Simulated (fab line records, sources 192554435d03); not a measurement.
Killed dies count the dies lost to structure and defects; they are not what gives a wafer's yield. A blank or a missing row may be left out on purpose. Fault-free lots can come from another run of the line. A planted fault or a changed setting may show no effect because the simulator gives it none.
Matching of chambers || flow n5Finfet || 4 sister chambers for N5_BEOL_M9_VIA_ETCH_34 on rieDiel-03
The step etches SiCOH lowk in C4F6/O2, target depth 182.4 nm, time 68.4 s. 14 wafers are shown with their chamber, then 7 later ones without.

== WAFERS, EACH WITH ITS CHAMBER ==
{"wafer": "L074.3", "chamber": 3, "showerheadPlenumPTorr (Torr)": 2.78, "rfVppV (V)": 674, "throttleValvePct (%)": 20.87}
{"wafer": "L074.5", "chamber": 1, "showerheadPlenumPTorr (Torr)": 2.72, "rfVppV (V)": 658, "throttleValvePct (%)": 21.13}
{"wafer": "L074.6", "chamber": 2, "showerheadPlenumPTorr (Torr)": 2.93, "rfVppV (V)": 645, "throttleValvePct (%)": 21.24}
{"wafer": "L080.1", "chamber": 1, "showerheadPlenumPTorr (Torr)": 2.71, "rfVppV (V)": 657, "throttleValvePct (%)": 21.15}
{"wafer": "L080.3", "chamber": 2, "showerheadPlenumPTorr (Torr)": 2.92, "rfVppV (V)": 647, "throttleValvePct (%)": 21.25}
{"wafer": "L080.6", "chamber": 3, "showerheadPlenumPTorr (Torr)": 2.77, "rfVppV (V)": 674, "throttleValvePct (%)": 20.89}
{"wafer": "L081.1", "chamber": 3, "showerheadPlenumPTorr (Torr)": 2.77, "rfVppV (V)": 673, "throttleValvePct (%)": 20.90}
{"wafer": "L081.2", "chamber": 1, "showerheadPlenumPTorr (Torr)": 2.71, "rfVppV (V)": 658, "throttleValvePct (%)": 21.15}
{"wafer": "L081.5", "chamber": 0, "showerheadPlenumPTorr (Torr)": 2.94, "rfVppV (V)": 647, "throttleValvePct (%)": 21.53}
{"wafer": "L083.2", "chamber": 3, "showerheadPlenumPTorr (Torr)": 2.77, "rfVppV (V)": 675, "throttleValvePct (%)": 20.89}
{"wafer": "L083.4", "chamber": 3, "showerheadPlenumPTorr (Torr)": 2.77, "rfVppV (V)": 674, "throttleValvePct (%)": 20.88}
{"wafer": "L083.6", "chamber": 0, "showerheadPlenumPTorr (Torr)": 2.94, "rfVppV (V)": 647, "throttleValvePct (%)": 21.52}
{"wafer": "L086.2", "chamber": 1, "showerheadPlenumPTorr (Torr)": 2.71, "rfVppV (V)": 658, "throttleValvePct (%)": 21.17}
{"wafer": "L086.3", "chamber": 2, "showerheadPlenumPTorr (Torr)": 2.92, "rfVppV (V)": 644, "throttleValvePct (%)": 20.82}

SIGNATURES, as means of the wafers listed above
{"reading": "showerheadPlenumPTorr", "chamber 0": 2.9400, "chamber 1": 2.7125, "chamber 2": 2.9233, "chamber 3": 2.7720, "scatter within a chamber": 0.00471}
{"reading": "rfVppV", "chamber 0": 647.00, "chamber 1": 657.75, "chamber 2": 645.33, "chamber 3": 674.00, "scatter within a chamber": 0.861}
{"reading": "throttleValvePct", "chamber 0": 21.5250, "chamber 1": 21.1500, "chamber 2": 21.1033, "chamber 3": 20.8860, "scatter within a chamber": 0.11}
Rule: a wafer lies at a distance from a chamber equal to the root of the sum of squares, over the readings, of (its reading less the chamber's mean, divided by the reading's scatter). The wafer belongs to the nearest chamber; if the next one is less than 2 further off, it can't be placed. How the scatter is found: for the shown wafers, subtract from each reading the mean of its chamber, square and add these, divide the total by (wafers less chambers), then take the root.

== WAFERS WHOSE CHAMBER IS MISSING ==
{"wafer": "L086.5", "showerheadPlenumPTorr (Torr)": 2.71, "rfVppV (V)": 657, "throttleValvePct (%)": 21.17}
{"wafer": "L085.1", "showerheadPlenumPTorr (Torr)": 2.92, "rfVppV (V)": 645, "throttleValvePct (%)": 20.83}
{"wafer": "L085.2", "showerheadPlenumPTorr (Torr)": 2.77, "rfVppV (V)": 673, "throttleValvePct (%)": 20.94}
{"wafer": "L085.5", "showerheadPlenumPTorr (Torr)": 2.94, "rfVppV (V)": 647, "throttleValvePct (%)": 21.11}
{"wafer": "L094.2", "showerheadPlenumPTorr (Torr)": 2.70, "rfVppV (V)": 657, "throttleValvePct (%)": 21.19}
{"wafer": "L094.4", "showerheadPlenumPTorr (Torr)": 2.93, "rfVppV (V)": 645, "throttleValvePct (%)": 21.13}
{"wafer": "L094.5", "showerheadPlenumPTorr (Torr)": 2.70, "rfVppV (V)": 657, "throttleValvePct (%)": 21.20}

== CHAMBER TAKEN BY EACH ==
{"wafer": "L086.5", "from the rows above": 1, "in truth": 1}
{"wafer": "L085.1", "from the rows above": 2, "in truth": 2}
{"wafer": "L085.2", "from the rows above": 3, "in truth": 3}
{"wafer": "L085.5", "from the rows above": "can't be placed: 0 or 2", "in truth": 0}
{"wafer": "L094.2", "from the rows above": 1, "in truth": 1}
{"wafer": "L094.4", "from the rows above": 2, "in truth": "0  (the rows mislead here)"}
{"wafer": "L094.5", "from the rows above": 1, "in truth": 1}
Correct placement for 5 of the 7. These rows do not allow placing 1 (true chamber among the candidates in 1). 1 placed wrongly.
